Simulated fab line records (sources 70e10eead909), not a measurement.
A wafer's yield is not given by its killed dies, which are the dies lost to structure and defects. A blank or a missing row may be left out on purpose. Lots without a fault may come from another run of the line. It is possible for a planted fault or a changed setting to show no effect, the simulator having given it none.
The tool behind it: which one?	flow nandHarc	10 lots with 30 wafers sampled at 5 steps, on a route of 1159 steps

WHAT THE GAUGES READ, wafer by wafer
NHARC_END_SORT_01. Usual: defectLimitedYield 95.4 %, standard deviation 1.5; killedAtArray 28, standard deviation 10; killedAtOther 0.5, standard deviation 0.82; killedAtPeriphery 3.4, standard deviation 2.2; killedDies 31, standard deviation 10; killedOpen 3.4, standard deviation 1.9; killedShort 1.9, standard deviation 1.3; sort_bin_2_pct 1.5 %, standard deviation 0.6; sort_bin_3_pct 0.29 %, standard deviation 0.24; sort_bin_4_pct 2.9 %, standard deviation 0.97; sortNPass 646, standard deviation 10; sortRimYieldPct 94.7 %, standard deviation 3; sortYieldPct 95.4 %, standard deviation 1.5.
lot	measured	on	defectLimitedYield (%)	killedAtArray	killedAtOther	killedAtPeriphery	killedDies	killedOpen	killedShort	sort_bin_2_pct (%)	sort_bin_3_pct (%)	sort_bin_4_pct (%)	sortNPass	sortRimYieldPct (%)	sortYieldPct (%)	flag
L653	day 22 11:24	prober-01	96.9 94.7 95.7	17 31 24	0 0 1	4 5 4	21 36 29	3 0 4	1 2 2	0.7 1.8 1.3	0 0.44 0	2.4 3.1 3.0	656 641 648	97.2 96.2 90.6	96.9 94.7 95.7	

TOOL THAT RAN EACH LOT (tool first, then ch and the chambers of the sampled wafers, then the start)
lot	NHARC_A_BONDPAD_DESCUM_11	NHARC_A_BONDPAD_ETCH_34	NHARC_A_BONDPAD_ETCH_24	NHARC_THIN_TSV_ETCH_36
L640	rieDiel-03 ch 1,2,3, day 18 17:41	rieDiel-03 ch 0,3, day 18 17:45	rieDiel-03 ch 0,2,3, day 19 16:31 or earlier	rieMetal-02 ch 0,1, day 19 16:31
L643	rieDiel-03 ch 0,2,3, day 19 00:14	rieDiel-03 ch 0,2,3, day 19 00:20	rieDiel-03 ch 0,2,3, day 20 00:14 or earlier	rieMetal-01 ch 0,1, day 20 00:14
L642	rieDiel-03 ch 0,3, day 19 05:00	rieDiel-03 ch 0,1, day 19 05:05	rieDiel-03 ch 0,2,3, day 19 23:09 or earlier	rieMetal-02 ch 0,1, day 19 23:09
L641	rieDiel-07 ch 0,3, day 19 05:50	rieDiel-07 ch 0,1, day 19 05:55	rieDiel-03 ch 0,2,3, day 20 05:21 or earlier	rieMetal-02 ch 0,1, day 20 05:21
L647	rieDiel-03 ch 0,2,3, day 19 22:25	rieDiel-03 ch 0,1,3, day 19 22:31	rieDiel-03 ch 0,2,3, day 20 22:17 or earlier	rieMetal-03 ch 0,1, day 20 22:17
L646	rieDiel-03 ch 2,3, day 20 11:46	rieDiel-03 ch 0,1,3, day 20 11:52	rieDiel-06 ch 0,1, day 20 12:20	rieMetal-02 ch 0,1, day 21 11:06
L653	rieDiel-03 ch 0,3, day 21 01:22	rieDiel-03 ch 1,2,3, day 21 01:28	rieDiel-03 ch 0,1, day 21 23:01 or earlier	rieMetal-02 ch 0,1, day 21 23:01
L655	rieDiel-03 ch 1,2,3, day 21 03:35	rieDiel-03 ch 2,3, day 21 03:39	rieDiel-07 ch 0,1,2, day 22 00:24 or earlier	rieMetal-01 ch 0,1, day 22 00:24
L662	rieDiel-03 ch 1,2, day 23 02:25	rieDiel-03 ch 1,2,3, day 23 02:31	rieDiel-03 ch 0,3, day 24 00:11 or earlier	rieMetal-02 ch 0,1, day 24 00:11
L660	rieDiel-07 ch 0,2,3, day 23 09:01	rieDiel-07 ch 1,2,3, day 23 09:05	rieDiel-07 ch 1,2,3, day 24 07:28 or earlier	rieMetal-02 ch 0,1, day 24 07:28
- NHARC_A_BONDPAD_DESCUM_11: chemistry O2, time 3 s.
- NHARC_A_BONDPAD_ETCH_34: etches the open film in N2/H2, target depth 60 nm, overetch 18 nm, time 65.91 s.
- NHARC_A_BONDPAD_ETCH_24: etches the open film in CF4/N2, target depth 30 nm, time 72.99 s.
- NHARC_THIN_TSV_ETCH_36: etches the open film in Cl2/BCl3, target depth 65 nm, time 18.571 s.

AS READ BY THE TOOLS THEMSELVES (means over the sampled wafers that have a number; for cases with no such wafer, the mark the record gives instead)
NHARC_A_BONDPAD_DESCUM_11. Usual: drypumpMotorCurrentA 5.7 A, standard deviation 0.39; o2FlowSccm 200.0 sccm, standard deviation 0.59; oesProductAu 0.999 a.u., standard deviation 0.0095; rfVppV 57.8 V, standard deviation 0.97; showerheadPlenumPTorr 1.91 Torr, standard deviation 0.08; throttleValvePct 11.311 %, standard deviation 0.0083.
lot	tool	drypumpMotorCurrentA (A)	o2FlowSccm (sccm)	oesProductAu (a.u.)	rfVppV (V)	showerheadPlenumPTorr (Torr)	throttleValvePct (%)	flag
L640	rieDiel-03	5.7	199.5	0.990	56.9	1.94	11.314	
L643	rieDiel-03	5.9	199.5	0.991	56.3	1.88	11.309	
L642	rieDiel-03	5.8	200.5	0.990	57.7	1.93	11.310	
L641	rieDiel-07	6.0	200.3	1.003	57.4	1.86	11.317	
L647	rieDiel-03	5.9	199.5	1.000	57.5	1.88	11.313	
L646	rieDiel-03	6.0	199.8	0.992	58.3	1.95	11.317	
L653	rieDiel-03	5.8	200.3	0.990	57.8	1.87	11.305	
L655	rieDiel-03	5.7	200.0	1.003	57.5	1.94	11.307	
L662	rieDiel-03	5.4	200.2	0.992	57.5	1.92	11.308	
L660	rieDiel-07	6.0	199.7	1.013	57.6	1.91	11.311	

NHARC_A_BONDPAD_ETCH_34. Usual: drypumpMotorCurrentA 5.7 A, standard deviation 0.41; oesProductAu 0.998 a.u., standard deviation 0.008; rfVppV 430.4 V, standard deviation 2.5; runLengthS 87.1 s, standard deviation 0.35; showerheadPlenumPTorr 2.04 Torr, standard deviation 0.087; throttleValvePct 14.171 %, standard deviation 0.01.
lot	tool	drypumpMotorCurrentA (A)	oesProductAu (a.u.)	rfVppV (V)	runLengthS (s)	showerheadPlenumPTorr (Torr)	throttleValvePct (%)	flag
L640	rieDiel-03	5.8	0.993	428.5	86.9	1.99	14.161	
L643	rieDiel-03	5.9	0.997	429.4	87.3	2.01	14.174	
L642	rieDiel-03	5.2	0.990	431.2	87.0	2.04	14.162	
L641	rieDiel-07	5.8	0.997	433.5	87.1	2.12	14.176	
L647	rieDiel-03	5.5	0.999	430.5	86.9	2.05	14.182	
L646	rieDiel-03	5.5	0.991	430.4	87.0	2.05	14.174	
L653	rieDiel-03	5.7	0.997	430.6	87.0	2.07	14.157	
L655	rieDiel-03	6.1	1.000	430.2	87.4	2.02	14.173	
L662	rieDiel-03	5.7	0.994	430.5	86.9	2.07	14.167	
L660	rieDiel-07	6.1	1.010	430.4	87.4	2.05	14.172	

NHARC_A_BONDPAD_ETCH_24. Usual: drypumpMotorCurrentA 5.8 A, standard deviation 0.38; oesProductAu 0.999 a.u., standard deviation 0.0087; rfVppV 314.3 V, standard deviation 2.1; runLengthS 94.2 s, standard deviation 0.38; showerheadPlenumPTorr 2.63 Torr, standard deviation 0.11; throttleValvePct 19.793 %, standard deviation 0.0089.
lot	tool	drypumpMotorCurrentA (A)	oesProductAu (a.u.)	rfVppV (V)	runLengthS (s)	showerheadPlenumPTorr (Torr)	throttleValvePct (%)	flag
L640	rieDiel-03	5.9	0.993	313.5	94.4	2.59	19.792	
L643	rieDiel-03	5.9	0.999	313.8	94.4	2.59	19.795	
L642	rieDiel-03	5.9	0.993	313.3	94.2	2.59	19.786	
L641	rieDiel-03	5.9	0.990	313.6	94.3	2.59	19.789	
L647	rieDiel-03	5.9	0.994	312.5	94.1	2.59	19.787	
L646	rieDiel-06	6.1	0.991	316.3	94.8	2.72	19.793	
L653	rieDiel-03	5.5	0.997	312.9	94.0	2.55	19.794	
L655	rieDiel-07	5.9	1.001	315.8	94.1	2.71	19.789	
L662	rieDiel-03	5.8	0.996	313.1	94.2	2.57	19.794	
L660	rieDiel-07	6.1	1.011	313.5	94.4	2.64	19.796	

NHARC_THIN_TSV_ETCH_36. Usual: drypumpMotorCurrentA 5.6 A, standard deviation 0.37; oesProductAu 0.999 a.u., standard deviation 0.011; runLengthS 39.9 s, standard deviation 0.36.
lot	tool	drypumpMotorCurrentA (A)	oesProductAu (a.u.)	runLengthS (s)	flag
L640	rieMetal-02	5.2	1.003	40.1	
L643	rieMetal-01	5.9	1.006	39.6	
L642	rieMetal-02	5.2	1.007	40.5	
L641	rieMetal-02	5.2	1.008	40.4	
L647	rieMetal-03	5.6	0.992	39.9	
L646	rieMetal-02	5.2	1.003	40.1	
L653	rieMetal-02	5.2	1.001	40.1	
L655	rieMetal-01	5.9	0.997	39.6	
L662	rieMetal-02	5.4	1.001	38.7	OFF
L660	rieMetal-02	5.4	1.000	38.6	OFF

THE ANSWER, worked out from the rows above alone
Rule: a lot counts as off when the mean over its wafers that have a number is more than 3 standard deviations away from the usual mean. Also off: a lot with no number at a reading for which 4 or more lots have one. Where the step has rows for the other lots, those lots are counted as sound. First the gauges in route order, then the tools' own readings, where a lot's mean is used as printed above. At the first step where some lot is off, the reading lying furthest off is the one used; lots without a number count as furthest.
Off: L662, L660, at NHARC_THIN_TSV_ETCH_36 (runLengthS).
A tool fits if, at that step or a process step before it, it ran every lot that is off, and no sound lot after the first of them. NHARC_A_BONDPAD_ETCH_24: start missing for some lots; hours and lot order therefore follow NHARC_THIN_TSV_ETCH_36. One fits: rieMetal-02 at NHARC_THIN_TSV_ETCH_36. A fault onset in the window from L653 (day 21 23:01, its last sound lot) to L662 (day 24 00:11, its first lot off) fits.

WHAT THE SIMULATOR HAD PUT IN
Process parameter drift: rieMetal-02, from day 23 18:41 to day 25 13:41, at NHARC_THIN_TSV_ETCH_36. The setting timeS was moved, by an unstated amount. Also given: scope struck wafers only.
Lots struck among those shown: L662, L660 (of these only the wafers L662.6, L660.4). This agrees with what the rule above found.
